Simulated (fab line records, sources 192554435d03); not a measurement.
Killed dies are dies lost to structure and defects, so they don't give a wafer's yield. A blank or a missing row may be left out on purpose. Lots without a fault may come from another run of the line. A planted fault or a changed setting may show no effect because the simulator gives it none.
A struck lot beside a sound one | flow n5_finfet | 19 steps out of a route of 1938
Sound: wafers L372.2, L372.4, L372.5. Struck: wafer L380.2. (L380.1, L380.6 of the same lot were not struck and are left out.) The cause comes at the end.
At each step with rows: each side's tool, then ch and its chambers, then its first start. Under that, the readings that differ: sound wafers | struck wafers | difference of the means | sigmas: that difference in standard deviations of wafers without a fault.
alike: readings whose means differ by less than 2 such deviations, and words and numbers that are the same on both sides. not compared: withheld readings, readings that some wafer has no value for, bounds like >300 that may hide the same value, and numbers for which the record gives no deviation and whose values overlap.
The two part at a step that has a row with sigmas, a row that says differs or no value, or rows on one side only. Numbers that don't overlap but have no deviation are shown without sigmas and don't part them. A reading that every wafer of one side lacks parts them only if that side has two wafers or more.

N5_BEOL_M3_INSPECT_30: inspects for defects (brightfield).
  sound on defect_inspect-01, day 7 06:16; struck on defect_inspect-02, day 9 14:31
  alike: raw_defect_count
N5_BEOL_M3_DESCUM_33: chemistry O2, time 7 s.
  sound on rie_diel-02 ch 0,2, day 7 06:17; struck on rie_diel-02 ch 1, day 9 14:40
  alike: drypump_motor_current_A, oes_product_au, rf_vpp_V, showerhead_plenum_p_Torr, throttle_valve_pct
  not compared: rf_hours_counter_h
N5_BEOL_M3_ETCH_77: etches underlayer in N2/H2, target depth 6.5 nm, time 5.2 s.
  sound on rie_diel-02 ch 0,2, day 7 06:19; struck on rie_diel-02 ch 1, day 9 14:41
  alike: drypump_motor_current_A, etch_rf_on_time_s, oes_product_au, rf_fwd_power_W, rf_vpp_V, showerhead_plenum_p_Torr, throttle_valve_pct
  not compared: rf_hours_counter_h
then, 2 steps without rows for these wafers: N5_BEOL_M3_ETCH_69 (etches SiARC in CF4, target depth 15.6 nm, time 26 s); N5_BEOL_M3_ALD_98 (deposits SiO2, target thk 2.5 nm, pulse time 1 s, co reactant pulse time 1 s).
N5_BEOL_M3_ETCHBACK_99: etches SiO2 in CHF3, target depth 5 nm, time 10.4 s.
  sound on rie_diel-02 ch 0,2, day 7 06:53; struck on rie_diel-02 ch 1, day 9 22:26
  alike: drypump_motor_current_A, oes_product_au, rf_vpp_V, showerhead_plenum_p_Torr, throttle_valve_pct
  not compared: rf_hours_counter_h
then, 3 steps without rows for these wafers: N5_BEOL_M3_ETCH_70 (etches SOC in N2/H2, target depth 80 nm, overetch 16 nm, time 120 s); N5_BEOL_M3_STRIP_71 (strips in N2/H2); N5_BEOL_M3_STRIP_78 (strips in N2/H2).
N5_BEOL_M3_VIA_ETCH_34: etches the open film in C4F6/O2, target depth 69.4 nm, time 65.9 s.
  sound on rie_diel-02 ch 0,2, day 7 07:02; struck on rie_diel-02 ch 1, day 9 22:35
  alike: drypump_motor_current_A, oes_f_703_au, oes_o_777_au, oes_product_au, rf_fwd_power_W, rf_vpp_V, showerhead_plenum_p_Torr, throttle_valve_pct
  not compared: rf_hours_counter_h
then, 2 steps without rows for these wafers: N5_BEOL_M3_STRIP_83 (strips in C4F6/O2); N5_BEOL_M3_STRIP_36 (strips in N2/H2).
N5_BEOL_M3_TRENCH_ETCH_37: etches SiOC in C4F6/O2, target depth 55.555 nm, time 29.2 s.
  sound on rie_diel-02 ch 0,2, day 7 07:08; struck on rie_diel-02 ch 1, day 9 22:41
  reading                             | sound             | struck | difference | sigmas
  oes_f_703_au (a.u.)                 | 0.96 0.72 0.98    | 1.19   | +0.30      | +3
  oes_o_777_au (a.u.)                 | 0.96 0.72 0.97    | 1.17   | +0.29      | +3
  rf_fwd_power_W (W)                  | 350.4 347.2 348.0 | 433.5  | +85.0      | +53
  rf_vpp_V (V)                        | 660 657 661       | 590    | -69        | -11
  model.BEOL_M3.feature_depth_nm (nm) | 56 55.4 56.4      | 61     | +5         |
  model.etch.depth_nm (nm)            | 56.06 55.43 56.42 | 60.98  | +5.01      |
  alike: drypump_motor_current_A, oes_product_au, showerhead_plenum_p_Torr, throttle_valve_pct
  not compared: rf_hours_counter_h
then, 1 step without rows for these wafers: N5_BEOL_M3_ETCH_41 (etches SiCN in CH3F/O2, target depth 29.9 nm, time 52.5 s).
N5_BEOL_M3_STRIP_97: strips in N2/H2, time 10 s.
  sound on rie_diel-02 ch 0,2; struck on rie_diel-02 ch 1
  alike: drypump_motor_current_A, oes_product_au, rf_vpp_V, showerhead_plenum_p_Torr, throttle_valve_pct
  not compared: rf_hours_counter_h
N5_BEOL_M3_OCD_MEAS_38:
  sound on ocd-01, day 7 07:17; struck on ocd-02, day 9 22:50
  reading              | sound          | struck | difference | sigmas
  trench_depth_nm (nm) | 56.1 55.5 56.6 | 61.1   | +5.0       | +6
then, 1 step without rows for these wafers: N5_BEOL_M3_HM_STRIP_39 (strips TiN in peroxide tin strip, target depth 25 nm, time 158 s).
N5_BEOL_M4_RC_MEAS_101:
  sound on prober-02 ch 0, day 8 04:17; struck on prober-01 ch 0, day 10 09:34
  alike: DIBL_N, DIBL_P, IOFF_N, IOFF_P, ION_N, ION_P, SS_N, SS_P, VT_N, VT_P
N5_PASSIVATION_PROBE_49:
  the record has rows for the sound wafers here (prober-02, day 12 02:34) and none for the struck ones

WHERE THEY PART
First at N5_BEOL_M3_TRENCH_ETCH_37; last, within this record, at N5_PASSIVATION_PROBE_49.

WHY: what the simulator had put in
Process parameter drift: rie_diel-02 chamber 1, from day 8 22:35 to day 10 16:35, at N5_BEOL_M3_TRENCH_ETCH_37. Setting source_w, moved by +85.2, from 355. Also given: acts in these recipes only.
